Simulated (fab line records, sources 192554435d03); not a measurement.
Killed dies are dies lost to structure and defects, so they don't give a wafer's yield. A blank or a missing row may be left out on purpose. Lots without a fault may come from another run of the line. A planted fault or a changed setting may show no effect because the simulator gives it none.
Which tool did it? | flow n5_finfet | 21 lots, 63 wafers sampled, at 6 steps of a route of 1938

WHAT THE GAUGES READ, wafer by wafer
The record holds no reading of a measuring or inspecting step that can be judged against a usual standard deviation.

WHICH TOOL RAN EACH LOT (tool, then ch and the chambers of the sampled wafers, then the start)
lot  | N5_MOL_CONTACT_COAG_ETCH_66        | N5_MOL_CONTACT_COAG_STRIP_72       | N5_BEOL_M0_SAQP_PECVD_04        | N5_BEOL_M0_SAQP_HM_DEP_111      | N5_BEOL_M0_SAQP_ETCH_83            | N5_BEOL_M0_SAQP_SPACER2_ALD_26
L074 | rie_diel-01 ch 0,1,3, day 5 03:19  | rie_diel-06 ch 1,2, day 5 03:52    | pecvd-04 ch 0,1,2, day 5 10:35  | pecvd-02 ch 1,2, day 5 10:43    | rie_diel-03 ch 0,2,3, day 5 11:32  | ald_sin-03 ch 0,1,3, day 5 14:41
L075 | rie_diel-06 ch 1,2,3, day 5 15:50  | rie_diel-01 ch 0,1,2, day 5 17:07  | pecvd-01 ch 0,1, day 5 22:08    | pecvd-02 ch 0,1, day 5 22:16    | rie_diel-04 ch 1,2,3, day 5 23:02  | ald_sin-03 ch 2,3, day 6 01:56
L076 | rie_diel-06 ch 2,3, day 5 19:22    | rie_diel-01 ch 1,2, day 5 19:55    | pecvd-01 ch 0,2, day 6 01:54    | pecvd-02 ch 0,1,2, day 6 02:04  | rie_diel-04 ch 0,1,2, day 6 02:38  | ald_sin-03 ch 0,2, day 6 06:53
L077 | rie_diel-01 ch 2,3, day 6 00:43    | rie_diel-06 ch 0,2,3, day 6 01:15  | pecvd-01 ch 0,2, day 6 07:22    | pecvd-02 ch 0,1,2, day 6 07:29  | rie_diel-04 ch 0,2,3, day 6 08:04  | ald_sin-01 ch 1,2, day 6 10:54
L078 | rie_diel-02 ch 0,1, day 6 06:18    | rie_diel-02 ch 1,2, day 6 06:50    | pecvd-02 ch 0,1, day 6 12:43    | pecvd-01 ch 0,1,2, day 6 12:53  | rie_diel-05 ch 0,2,3, day 6 13:28  | ald_sin-04 ch 2,3, day 6 17:21
L079 | rie_diel-02 ch 0,2,3, day 6 08:10  | rie_diel-01 ch 0,1,2, day 6 08:45  | pecvd-01 ch 0,1,2, day 6 14:48  | pecvd-04 ch 0,2, day 6 14:56    | rie_diel-03 ch 1,2, day 6 15:23    | ald_sin-01 ch 0,1,3, day 6 19:37
L080 | rie_diel-02 ch 0,2,3, day 6 20:25  | rie_diel-02 ch 0,3, day 6 21:07    | pecvd-01 ch 0,2, day 7 02:42    | pecvd-04 ch 0,2, day 7 02:52    | rie_diel-05 ch 0,1, day 7 03:18    | ald_sin-03 ch 1,2,3, day 7 06:18
L081 | rie_diel-02 ch 0,1,2, day 6 23:47  | rie_diel-01 ch 0,1,2, day 7 00:25  | pecvd-04 ch 0,1,2, day 7 06:05  | pecvd-01 ch 0,1,2, day 7 06:13  | rie_diel-04 ch 1,2,3, day 7 06:52  | ald_sin-01 ch 0,1,3, day 7 09:26
L082 | rie_diel-01 ch 1,2, day 7 07:55    | rie_diel-01 ch 1,2,3, day 7 08:27  | pecvd-02 ch 0,1,2, day 7 13:27  | pecvd-01 ch 0,1, day 7 13:35    | rie_diel-03 ch 1,2, day 7 14:09    | ald_sin-03 ch 1,2,3, day 7 17:03
L084 | rie_diel-06 ch 1,2,3, day 7 14:40  | rie_diel-01 ch 0,1,2, day 7 15:16  | pecvd-02 ch 0,1,2, day 7 22:21  | pecvd-01 ch 0,1,2, day 7 22:29  | rie_diel-03 ch 0,3, day 7 23:03    | ald_sin-01 ch 0,1,2, day 8 01:44
L083 | rie_diel-02 ch 0,1,3, day 7 17:58  | rie_diel-01 ch 0,1,3, day 7 18:31  | pecvd-04 ch 0,1, day 8 00:05    | pecvd-02 ch 0,1,2, day 8 00:13  | rie_diel-05 ch 1,2, day 8 00:57    | ald_sin-01 ch 1,2, day 8 03:46
L086 | rie_diel-06 ch 0,1,2, day 8 04:44  | rie_diel-02 ch 2,3, day 8 05:20    | pecvd-01 ch 0,1,2, day 8 11:22  | pecvd-04 ch 0,1,2, day 8 11:30  | rie_diel-05 ch 1,2,3, day 8 12:07  | ald_sin-01 ch 0,2,3, day 8 14:52
L087 | rie_diel-02 ch 1,2,3, day 8 08:14  | rie_diel-02 ch 1,3, day 8 08:46    | pecvd-01 ch 0,1, day 8 15:10    | pecvd-02 ch 0,2, day 8 15:18    | rie_diel-05 ch 0,3, day 8 15:52    | ald_sin-01 ch 1,2, day 8 18:40
L089 | rie_diel-01 ch 0,1,3, day 9 01:11  | rie_diel-02 ch 0,1,2, day 9 01:46  | pecvd-01 ch 0,1,2, day 9 06:46  | pecvd-02 ch 0,1, day 9 06:54    | rie_diel-03 ch 0,1,3, day 9 07:28  | ald_sin-03 ch 1,2,3, day 9 10:01
L091 | rie_diel-02 ch 0,1, day 9 09:46    | rie_diel-06 ch 0,2,3, day 9 10:19  | pecvd-02 ch 0,1, day 9 15:35    | pecvd-02 ch 0,1, day 9 15:45    | rie_diel-04 ch 0,2,3, day 9 16:19  | ald_sin-01 ch 0,1,3, day 9 19:17
L092 | rie_diel-06 ch 0,1,2, day 9 20:02  | rie_diel-01 ch 1,2, day 9 20:54    | pecvd-01 ch 0,1,2, day 10 02:57 | pecvd-02 ch 0,1, day 10 03:04   | rie_diel-04 ch 1,2,3, day 10 04:02 | ald_sin-04 ch 0,3, day 10 06:59
L093 | rie_diel-02 ch 0,1,3, day 9 21:27  | rie_diel-06 ch 0,1,2, day 9 21:59  | pecvd-02 ch 1, day 10 07:07     | pecvd-01 ch 0,2, day 10 07:22   | rie_diel-04 ch 0,2, day 10 07:49   | ald_sin-04 ch 1,3, day 10 11:02
L094 | rie_diel-06 ch 0,2,3, day 10 04:32 | rie_diel-06 ch 0,1,3, day 10 05:04 | pecvd-04 ch 0,1,2, day 10 10:38 | pecvd-01 ch 0,1,2, day 10 10:46 | rie_diel-04 ch 0,1,2, day 10 11:13 | ald_sin-01 ch 0,1,3, day 10 14:42
L095 | rie_diel-01 ch 0,1,3, day 10 12:11 | rie_diel-01 ch 0,1,3, day 10 13:17 | pecvd-04 ch 0,1,2, day 10 18:47 | pecvd-02 ch 0,1,2, day 10 18:55 | rie_diel-05 ch 0,2,3, day 10 19:29 | ald_sin-04 ch 0,1,2, day 10 22:08
L096 | rie_diel-01 ch 0,1, day 10 15:47   | rie_diel-06 ch 1,2,3, day 10 16:19 | pecvd-01 ch 0,1,2, day 10 22:18 | pecvd-04 ch 1,2, day 10 22:26   | rie_diel-05 ch 0,1,2, day 10 23:13 | ald_sin-03 ch 0,1,2, day 11 02:41
L097 | rie_diel-06 ch 0,1,2, day 10 21:53 | rie_diel-01 ch 0,3, day 10 22:26   | pecvd-04 ch 0,1, day 11 03:42   | pecvd-02 ch 0,1,2, day 11 03:52 | rie_diel-03 ch 0,1,3, day 11 04:26 | ald_sin-04 ch 2,3, day 11 07:12
- N5_MOL_CONTACT_COAG_ETCH_66: etches SiARC in CF4, target depth 13 nm, time 21.7 s.
- N5_MOL_CONTACT_COAG_STRIP_72: strips in N2/H2.
- N5_BEOL_M0_SAQP_PECVD_04: deposits a-Si from SiH4/He, target thk 60 nm, time 60.2 s.
- N5_BEOL_M0_SAQP_HM_DEP_111: deposits SiO2 from SiH4/N2O, target thk 12 nm, time 7.2 s.
- N5_BEOL_M0_SAQP_ETCH_83: etches SiARC in CF4, target depth 39 nm, time 65 s.
- N5_BEOL_M0_SAQP_SPACER2_ALD_26: deposits SiO2, target thk 15 nm, pulse time 1 s, purge time 2 s.

WHAT THE TOOLS THEMSELVES READ (means of the sampled wafers that have a number; where no wafer has one, the mark that the record gives instead)
N5_MOL_CONTACT_COAG_ETCH_66. Usual: drypump_motor_current_A 5.8 A, standard deviation 0.48; etch_rf_on_time_s 21.60 s, standard deviation 0.29; oes_product_au 0.67 a.u., standard deviation 0.067; rf_vpp_V 184.2 V, standard deviation 1.3; showerhead_plenum_p_Torr 2.16 Torr, standard deviation 0.078; throttle_valve_pct 15.62 %, standard deviation 0.23.
lot  | tool        | drypump_motor_current_A (A) | etch_rf_on_time_s (s) | oes_product_au (a.u.) | rf_vpp_V (V) | showerhead_plenum_p_Torr (Torr) | throttle_valve_pct (%) | flag
L074 | rie_diel-01 | 5.8                         | 21.58                 | 0.70                  | 184.7        | 2.19                            | 15.56                  |
L075 | rie_diel-06 | 5.6                         | 21.78                 | 0.63                  | 183.7        | 2.16                            | 15.87                  |
L076 | rie_diel-06 | 5.7                         | 21.34                 | 0.66                  | 184.0        | 2.20                            | 15.89                  |
L077 | rie_diel-01 | 5.4                         | 21.56                 | 0.64                  | 184.9        | 2.21                            | 15.85                  |
L078 | rie_diel-02 | 6.2                         | 21.69                 | 0.60                  | 184.0        | 2.14                            | 15.67                  |
L079 | rie_diel-02 | 5.8                         | 21.62                 | 0.65                  | 182.9        | 2.12                            | 15.48                  |
L080 | rie_diel-02 | 5.9                         | 21.51                 | 0.64                  | 183.2        | 2.12                            | 15.51                  |
L081 | rie_diel-02 | 6.0                         | 21.40                 | 0.63                  | 185.3        | 2.16                            | 15.58                  |
L082 | rie_diel-01 | 5.2                         | 21.82                 | 0.65                  | 185.0        | 2.22                            | 15.78                  |
L084 | rie_diel-06 | 5.6                         | 21.62                 | 0.70                  | 183.8        | 2.16                            | 15.72                  |
L083 | rie_diel-02 | 6.0                         | 21.72                 | 0.61                  | 183.0        | 2.10                            | 15.61                  |
L086 | rie_diel-06 | 5.4                         | 21.56                 | 0.73                  | 184.1        | 2.14                            | 15.56                  |
L087 | rie_diel-02 | 6.2                         | 21.56                 | 0.64                  | 184.4        | 2.16                            | 15.55                  |
L089 | rie_diel-01 | 5.8                         | 21.91                 | 0.66                  | 185.1        | 2.18                            | 15.63                  |
L091 | rie_diel-02 | 6.2                         | 21.35                 | 0.67                  | 185.0        | 2.22                            | 15.55                  |
L092 | rie_diel-06 | 5.4                         | 21.38                 | 0.72                  | 183.9        | 2.13                            | 15.58                  |
L093 | rie_diel-02 | 6.0                         | 21.34                 | 0.68                  | 184.8        | 2.17                            | 15.47                  |
L094 | rie_diel-06 | 5.9                         | 21.42                 | 0.67                  | 184.3        | 2.15                            | 15.74                  |
L095 | rie_diel-01 | 5.8                         | 22.06                 | 0.65                  | 185.2        | 2.18                            | 15.66                  |
L096 | rie_diel-01 | 5.6                         | 22.01                 | 0.67                  | 184.8        | 2.18                            | 15.59                  |
L097 | rie_diel-06 | 5.4                         | 21.62                 | 0.70                  | 183.6        | 2.13                            | 15.60                  |

N5_MOL_CONTACT_COAG_STRIP_72. Usual: drypump_motor_current_A 5.7 A, standard deviation 0.46; oes_product_au 0.78 a.u., standard deviation 0.074; power_w 450.2 W, standard deviation 1.4; rf_vpp_V 59.0 V, standard deviation 2; showerhead_plenum_p_Torr 2.57 Torr, standard deviation 0.099; throttle_valve_pct 23.7 %, standard deviation 0.3.
lot  | tool        | drypump_motor_current_A (A) | oes_product_au (a.u.) | power_w (W) | rf_vpp_V (V) | showerhead_plenum_p_Torr (Torr) | throttle_valve_pct (%) | flag
L074 | rie_diel-06 | 5.1                         | 0.71                  | 450.9       | 59.0         | 2.53                            | 23.7                   |
L075 | rie_diel-01 | 5.4                         | 0.79                  | 449.2       | 61.8         | 2.58                            | 23.7                   |
L076 | rie_diel-01 | 5.4                         | 0.83                  | 450.1       | 58.6         | 2.67                            | 23.6                   |
L077 | rie_diel-06 | 5.8                         | 0.84                  | 451.1       | 59.9         | 2.57                            | 23.9                   |
L078 | rie_diel-02 | 6.2                         | 0.78                  | 450.6       | 57.9         | 2.66                            | 23.6                   |
L079 | rie_diel-01 | 5.4                         | 0.78                  | 451.1       | 56.9         | 2.58                            | 23.7                   |
L080 | rie_diel-02 | 5.8                         | 0.73                  | 450.0       | 57.6         | 2.43                            | 23.5                   |
L081 | rie_diel-01 | 5.5                         | 0.77                  | 450.1       | 58.8         | 2.58                            | 23.8                   |
L082 | rie_diel-01 | 5.6                         | 0.78                  | 451.9       | 58.1         | 2.65                            | 23.7                   |
L084 | rie_diel-01 | 5.4                         | 0.77                  | 450.6       | 57.5         | 2.57                            | 23.8                   |
L083 | rie_diel-01 | 5.8                         | 0.80                  | 449.8       | 61.1         | 2.59                            | 23.6                   |
L086 | rie_diel-02 | 6.0                         | 0.75                  | 450.8       | 61.3         | 2.51                            | 23.4                   |
L087 | rie_diel-02 | 6.3                         | 0.71                  | 450.1       | 58.8         | 2.56                            | 23.7                   |
L089 | rie_diel-02 | 6.0                         | 0.82                  | 450.4       | 59.5         | 2.66                            | 23.6                   |
L091 | rie_diel-06 | 5.9                         | 0.80                  | 450.9       | 59.8         | 2.55                            | 23.9                   |
L092 | rie_diel-01 | 5.4                         | 0.79                  | 448.8       | 58.7         | 2.66                            | 23.6                   |
L093 | rie_diel-06 | 5.4                         | 0.84                  | 449.3       | 60.6         | 2.53                            | 23.6                   |
L094 | rie_diel-06 | 5.7                         | 0.86                  | 449.3       | 59.1         | 2.50                            | 23.7                   |
L095 | rie_diel-01 | 5.8                         | 0.77                  | 449.9       | 57.9         | 2.58                            | 23.7                   |
L096 | rie_diel-06 | 5.6                         | 0.79                  | 450.7       | 60.5         | 2.55                            | 23.9                   |
L097 | rie_diel-01 | 6.0                         | 0.74                  | 451.0       | 57.1         | 2.56                            | 23.8                   |

N5_BEOL_M0_SAQP_PECVD_04. Usual: heater_power_w 597 W, standard deviation 60; showerhead_plenum_p_Torr 5.65 Torr, standard deviation 0.061; susceptor_temp_C 350.03 C, standard deviation 0.2; throttle_valve_pct 18.0 %, standard deviation 0.77.
lot  | tool     | heater_power_w (W) | showerhead_plenum_p_Torr (Torr) | susceptor_temp_C (C) | throttle_valve_pct (%) | flag
L074 | pecvd-04 | 689                | 5.64                            | 350.07               | 17.2                   |
L075 | pecvd-01 | 612                | 5.68                            | 350.35               | 18.5                   |
L076 | pecvd-01 | 576                | 5.62                            | 350.04               | 17.8                   |
L077 | pecvd-01 | 576                | 5.62                            | 350.08               | 17.9                   |
L078 | pecvd-02 | 613                | 5.64                            | 349.88               | 18.5                   |
L079 | pecvd-01 | 563                | 5.66                            | 349.97               | 18.1                   |
L080 | pecvd-01 | 568                | 5.63                            | 350.13               | 17.6                   |
L081 | pecvd-04 | 664                | 5.63                            | 350.08               | 17.1                   |
L082 | pecvd-02 | 593                | 5.65                            | 349.90               | 18.7                   |
L084 | pecvd-02 | 616                | 5.64                            | 350.13               | 18.8                   |
L083 | pecvd-04 | 604                | 5.63                            | 349.96               | 17.4                   |
L086 | pecvd-01 | 577                | 5.67                            | 349.95               | 18.0                   |
L087 | pecvd-01 | 596                | 5.68                            | 350.10               | 18.2                   |
L089 | pecvd-01 | 577                | 5.66                            | 350.04               | 18.0                   |
L091 | pecvd-02 | 605                | 5.68                            | 350.21               | 19.2                   |
L092 | pecvd-01 | 563                | 5.66                            | 350.01               | 18.0                   |
L093 | pecvd-02 | 593                | 5.73                            | 350.17               | 19.2                   |
L094 | pecvd-04 | 649                | 5.64                            | 349.99               | 17.3                   |
L095 | pecvd-04 | 667                | 5.63                            | 350.01               | 17.3                   |
L096 | pecvd-01 | 566                | 5.67                            | 349.84               | 18.0                   |
L097 | pecvd-04 | 585                | 5.63                            | 349.87               | 17.4                   |

N5_BEOL_M0_SAQP_HM_DEP_111. Usual: heater_power_w 749 W, standard deviation 87; showerhead_plenum_p_Torr 8.10 Torr, standard deviation 0.17; susceptor_temp_C 400.01 C, standard deviation 0.23.
lot  | tool     | heater_power_w (W) | showerhead_plenum_p_Torr (Torr) | susceptor_temp_C (C) | flag
L074 | pecvd-02 | 742                | 8.10                            | 400.03               |
L075 | pecvd-02 | 697                | 8.21                            | 399.85               |
L076 | pecvd-02 | 798                | 8.07                            | 400.26               |
L077 | pecvd-02 | 723                | 8.08                            | 400.12               |
L078 | pecvd-01 | 727                | 8.15                            | 399.94               |
L079 | pecvd-04 | 867                | 8.05                            | 399.98               |
L080 | pecvd-04 | 716                | 8.05                            | 400.01               |
L081 | pecvd-01 | 706                | 8.14                            | 399.97               |
L082 | pecvd-01 | 732                | 8.19                            | 399.95               |
L084 | pecvd-01 | 708                | 8.14                            | 399.99               |
L083 | pecvd-02 | 695                | 8.09                            | 399.93               |
L086 | pecvd-04 | 850                | 8.05                            | 400.12               |
L087 | pecvd-02 | 816                | 7.96                            | 399.91               |
L089 | pecvd-02 | 807                | 8.07                            | 400.23               |
L091 | pecvd-02 | 768                | 8.08                            | 399.95               |
L092 | pecvd-02 | 783                | 8.06                            | 399.89               |
L093 | pecvd-01 | 737                | 8.04                            | 400.33               |
L094 | pecvd-01 | 723                | 8.14                            | 399.95               |
L095 | pecvd-02 | 754                | 8.07                            | 399.92               |
L096 | pecvd-04 | 889                | 8.06                            | 400.03               |
L097 | pecvd-02 | 742                | 8.08                            | 400.13               |

N5_BEOL_M0_SAQP_ETCH_83. Usual: drypump_motor_current_A 5.6 A, standard deviation 0.49; etch_rf_on_time_s 64.3 s, standard deviation 1.2; oes_product_au 0.69 a.u., standard deviation 0.066; rf_vpp_V 184.3 V, standard deviation 1.2; showerhead_plenum_p_Torr 2.16 Torr, standard deviation 0.078; throttle_valve_pct 15.59 %, standard deviation 0.17.
lot  | tool        | drypump_motor_current_A (A) | etch_rf_on_time_s (s) | oes_product_au (a.u.) | rf_vpp_V (V) | showerhead_plenum_p_Torr (Torr) | throttle_valve_pct (%) | flag
L074 | rie_diel-03 | 5.9                         | 65.2                  | 0.66                  | 183.3        | 2.12                            | 15.77                  |
L075 | rie_diel-04 | 5.4                         | 63.5                  | 0.68                  | 183.6        | 2.13                            | 15.62                  |
L076 | rie_diel-04 | 5.5                         | 64.9                  | 0.68                  | 183.8        | 2.15                            | 15.59                  |
L077 | rie_diel-04 | 5.7                         | 65.4                  | 0.64                  | 184.1        | 2.14                            | 15.52                  |
L078 | rie_diel-05 | 5.7                         | 64.4                  | 0.71                  | 184.0        | 2.16                            | 15.57                  |
L079 | rie_diel-03 | 6.1                         | 65.0                  | 0.70                  | 184.1        | 2.14                            | 15.47                  |
L080 | rie_diel-05 | 6.0                         | 63.0                  | 0.76                  | 184.9        | 2.15                            | 15.60                  |
L081 | rie_diel-04 | 5.4                         | 63.3                  | 0.68                  | 184.6        | 2.12                            | 15.63                  |
L082 | rie_diel-03 | 6.0                         | 65.2                  | 0.66                  | 183.9        | 2.09                            | 15.55                  |
L084 | rie_diel-03 | 5.6                         | 63.7                  | 0.71                  | 184.4        | 2.19                            | 15.73                  |
L083 | rie_diel-05 | 5.3                         | 63.3                  | 0.75                  | 185.1        | 2.26                            | 15.38                  |
L086 | rie_diel-05 | 5.3                         | 64.6                  | 0.69                  | 185.0        | 2.21                            | 15.47                  |
L087 | rie_diel-05 | 6.0                         | 64.3                  | 0.70                  | 183.7        | 2.10                            | 15.70                  |
L089 | rie_diel-03 | 5.8                         | 64.5                  | 0.68                  | 184.6        | 2.15                            | 15.70                  |
L091 | rie_diel-04 | 5.7                         | 64.9                  | 0.62                  | 183.8        | 2.13                            | 15.55                  |
L092 | rie_diel-04 | 5.4                         | 63.9                  | 0.66                  | 183.3        | 2.12                            | 15.65                  |
L093 | rie_diel-04 | 5.3                         | 66.0                  | 0.62                  | 185.2        | 2.18                            | 15.52                  |
L094 | rie_diel-04 | 5.5                         | 64.3                  | 0.65                  | 184.4        | 2.14                            | 15.65                  |
L095 | rie_diel-05 | 5.7                         | 64.3                  | 0.68                  | 184.3        | 2.15                            | 15.63                  |
L096 | rie_diel-05 | 5.7                         | 63.3                  | 0.72                  | 184.7        | 2.19                            | 15.55                  |
L097 | rie_diel-03 | 5.8                         | 65.4                  | 0.67                  | 184.1        | 2.15                            | 15.73                  |

N5_BEOL_M0_SAQP_SPACER2_ALD_26. Usual: heater_power_w 436 W, standard deviation 38; precursor_pulse_height_rel 1.000, standard deviation 0.02; susceptor_temp_C 300.01 C, standard deviation 0.2.
lot  | tool       | heater_power_w (W) | precursor_pulse_height_rel | susceptor_temp_C (C) | flag
L074 | ald_sin-03 | 420                | 1.014                      | 300.04               |
L075 | ald_sin-03 | 473                | 0.988                      | 299.93               |
L076 | ald_sin-03 | 419                | 0.991                      | 300.04               |
L077 | ald_sin-01 | 423                | 1.003                      | 299.95               |
L078 | ald_sin-04 | 430                | 1.016                      | 300.09               |
L079 | ald_sin-01 | 453                | 0.992                      | 299.95               |
L080 | ald_sin-03 | 438                | 1.008                      | 299.97               |
L081 | ald_sin-01 | 455                | 1.013                      | 299.98               |
L082 | ald_sin-03 | 432                | 1.002                      | 299.92               |
L084 | ald_sin-01 | 429                | 0.991                      | 299.94               |
L083 | ald_sin-01 | 412                | 1.015                      | 300.03               |
L086 | ald_sin-01 | 466                | 1.008                      | 300.04               |
L087 | ald_sin-01 | 416                | 1.024                      | 299.95               |
L089 | ald_sin-03 | 431                | 0.981                      | 300.11               |
L091 | ald_sin-01 | 451                | 1.001                      | 300.02               |
L092 | ald_sin-04 | 430                | 0.993                      | 299.99               |
L093 | ald_sin-04 | 407                | 0.989                      | 300.01               |
L094 | ald_sin-01 | 448                | 0.997                      | 299.85               |
L095 | ald_sin-04 | 436                | 0.998                      | 300.06               |
L096 | ald_sin-03 | 408                | 0.991                      | 299.99               |
L097 | ald_sin-04 | 422                | 1.004                      | 299.97               |

THE ANSWER, worked out from the rows above alone
Rule: a lot is off if the mean of its wafers that have a number lies more than 3 standard deviations from the usual mean. A lot without any number at a reading at which 4 lots or more have one is off too. The other lots that the step has rows for count as sound. The gauges are gone through in route order, then the tools' own readings, and for those a lot's mean is taken as printed above. The first step at which some lot is off is used, and at that step the reading that is off furthest; a lot without a number counts as furthest.
No lot is off at any reading shown: from this, nothing can be told.

WHAT THE SIMULATOR HAD PUT IN
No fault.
